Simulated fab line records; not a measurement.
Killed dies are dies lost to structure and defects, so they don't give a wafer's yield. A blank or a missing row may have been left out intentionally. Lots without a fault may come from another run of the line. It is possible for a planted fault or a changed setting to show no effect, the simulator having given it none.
A struck lot beside a sound one -- flow n5-finfet -- 25 steps out of a route of 1938
Sound: the wafers L749.2, L749.4, L749.6. Struck: wafers L751.3, L751.6. At the end, the cause is stated.
Order at every step that has rows: each side's tool, ch and its chambers, its first start. Under that, the readings that differ: sound wafers -- struck wafers -- difference of the means -- sigmas: that difference in standard deviations of wafers without a fault.
alike: a reading whose means differ by less than 2 such deviations, as well as words and numbers matching on both sides. not compared: withheld readings; readings where some wafer has no value; bounds like >300 that might hide an equal value; numbers whose values overlap and for which the record gives no deviation.
A row with sigmas, a row that says differs or no value, or rows on one side alone: a step with any of these is where the two part. Non-overlapping numbers with no deviation appear without sigmas and do not part them. A reading missing from all wafers of one side parts the sides only when that side holds two or more wafers.

first, 1 step without rows for these wafers: N5_BEOL_M12_HARDBAKE_32 (time 120 s).
N5_BEOL_M12_CD_MEAS_28: the cd target is 160.2 nm.
  sound on cd-sem-03 ch 0, day 11 12:56; struck on cd-sem-02 ch 0, day 12 09:01
  alike: cd-nm
N5_BEOL_M12_OVL_MEAS_29:
  sound on overlay-01 ch 0, day 11 12:58; struck on overlay-02 ch 0, day 12 09:02
  alike: M12_OVL
N5_BEOL_M12_INSPECT_30: inspects for defects (macro).
  struck on defect-inspect-01, day 12 09:04; sound on defect-inspect-02, day 11 12:59
  alike: raw-defect-count
N5_BEOL_M12_DESCUM_33: chemistry O2, time 7.9 s.
  sound on rie-diel-06 ch 0,2, day 11 13:13; struck on rie-diel-06 ch 2, day 12 09:06
  alike: bias-power-w, drypump-motor-current-A, oes-product-au, rf-vpp-V, showerhead-plenum-p-Torr, throttle-valve-pct
  not compared: rf-hours-counter-h
then, 1 step without rows for these wafers: N5_BEOL_M12_ETCH_67 (etches SiARC in CF4, target depth 143 nm, time 238.3 s).
N5_BEOL_M12_ETCH_68: etches SOC in N2/H2, time 285 s.
  sound on rie-diel-06 ch 0,2, day 11 13:24; struck on rie-diel-06 ch 2, day 12 09:17
  alike: drypump-motor-current-A, oes-product-au, rf-vpp-V, showerhead-plenum-p-Torr, throttle-valve-pct
  not compared: rf-hours-counter-h
then, 3 steps without rows for these wafers: N5_BEOL_M12_STRIP_69 (strips in N2/H2); N5_BEOL_M12_TRENCH_ETCH_34 (etches SiOC in C4F8/O2/Ar, target depth 318.95 nm, time 125.5 s); N5_BEOL_M12_STRIP_70 (strips in C4F8/O2/Ar).
N5_BEOL_M12_OCD_MEAS_35:
  struck on ocd-01, day 12 09:37; sound on ocd-02, day 11 13:45
  alike: trench-depth-nm
then, 1 step without rows for these wafers: N5_BEOL_M12_STRIP_37 (strips in N2/H2).
N5_BEOL_M12_ETCH_38: etches SiCN in CF4/N2, target depth 68.7 nm, time 73.4 s.
  sound on rie-diel-06 ch 0,1,2, day 11 17:26; struck on rie-diel-06 ch 3, day 12 11:14
reading,sound,struck,difference,sigmas
drypump-motor-current-A (A),6.4 5.1 5.7,6.8 6.8,+1.1,+2
model.etch.depth-nm (nm),58.66 58.38 60.46,35.68 35.32,-23.67,
model.SiOC_of_BEOL_M12_ILD_DEP_00.thk-nm (nm),618.4 626.4 620.2,613.2 615.4,-7.4,
  alike: oes-product-au, rf-vpp-V, showerhead-plenum-p-Torr, throttle-valve-pct
  not compared: rf-hours-counter-h
then, 3 steps without rows for these wafers: N5_BEOL_M12_PRECLEAN_39 (cleans in residue remover, time 60 s); N5_BEOL_M12_SRD_40 (time 30 s, dry time 30 s); N5_BEOL_M12_DEGAS_41 (time 60 s).
N5_BEOL_M12_PRE_CLEAN_42: time 30 s.
  struck on pvd-sputter-03, day 12 11:47; sound on pvd-sputter-01, day 11 17:51
  alike: heater-power-w
then, 1 step without rows for these wafers: N5_BEOL_M12_SPUTTER_43 (material TaN, target thk 15 nm, time 24.19 s).
N5_BEOL_M12_SPUTTER_44: material Ta, target thk 10 nm, time 16.13 s.
  struck on pvd-sputter-03, day 12 11:54; sound on pvd-sputter-01, day 11 17:58
  alike: throttle-valve-pct
N5_BEOL_M12_SPUTTER_45: material Cu, target thk 80 nm, time 13.33 s.
  struck on pvd-sputter-03, day 12 11:59; sound on pvd-sputter-01, day 11 18:03
  alike: throttle-valve-pct
then, 2 steps without rows for these wafers: N5_BEOL_M12_ECD_47 (material Cu, target thk 720 nm); N5_BEOL_M12_ANNEAL_48 (time 90 s).
N5_BEOL_M12_CMP_49: polishes, stops on SiOC, t overpolish 20.6 s, target thk 320 nm.
  sound on cmp-04 ch 0,2,3, day 11 18:41; struck on cmp-04 ch 0,3, day 12 12:55
reading,sound,struck,difference,sigmas
model.SiOC_of_BEOL_M12_ILD_DEP_00.thk-nm (nm),608.4 616.4 610.2,603.2 605.4,-7.4,
  alike: barrier-field-endpoint-s, motor-current-A, overpolish-run-s
  not compared: pad-life-wafers
N5_BEOL_M12_THK_MEAS_50: measures by xrf.
  struck on film-metro-01, day 12 13:06; sound on film-metro-01, day 11 18:55
  alike: M12_THK
N5_PASSIVATION_PROBE_49:
  struck on prober-02, day 14 01:11; sound on prober-02, day 13 04:49
  alike: defect-limited-yield, killed_at_M0_to_M3, killed_at_M4_up, killed-at-contacts, killed-at-front-end, killed-at-other, killed-dies, killed-open, killed-short, sort_bin_5_function, sort_bin_6_memory, sort-n-pass, sort-yield-pct

## WHERE THEY PART
At N5_BEOL_M12_ETCH_38 and nowhere else, as far as this record goes. Later steps at which nothing parts them and some readings are alike: N5_BEOL_M12_PRE_CLEAN_42, N5_BEOL_M12_SPUTTER_44, N5_BEOL_M12_SPUTTER_45, N5_BEOL_M12_CMP_49, N5_BEOL_M12_THK_MEAS_50, N5_PASSIVATION_PROBE_49.

WHY: what the simulator had put in
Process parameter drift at N5_BEOL_M12_ETCH_38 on rie-diel-06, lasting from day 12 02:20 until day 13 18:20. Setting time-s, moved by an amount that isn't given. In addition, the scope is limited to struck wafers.
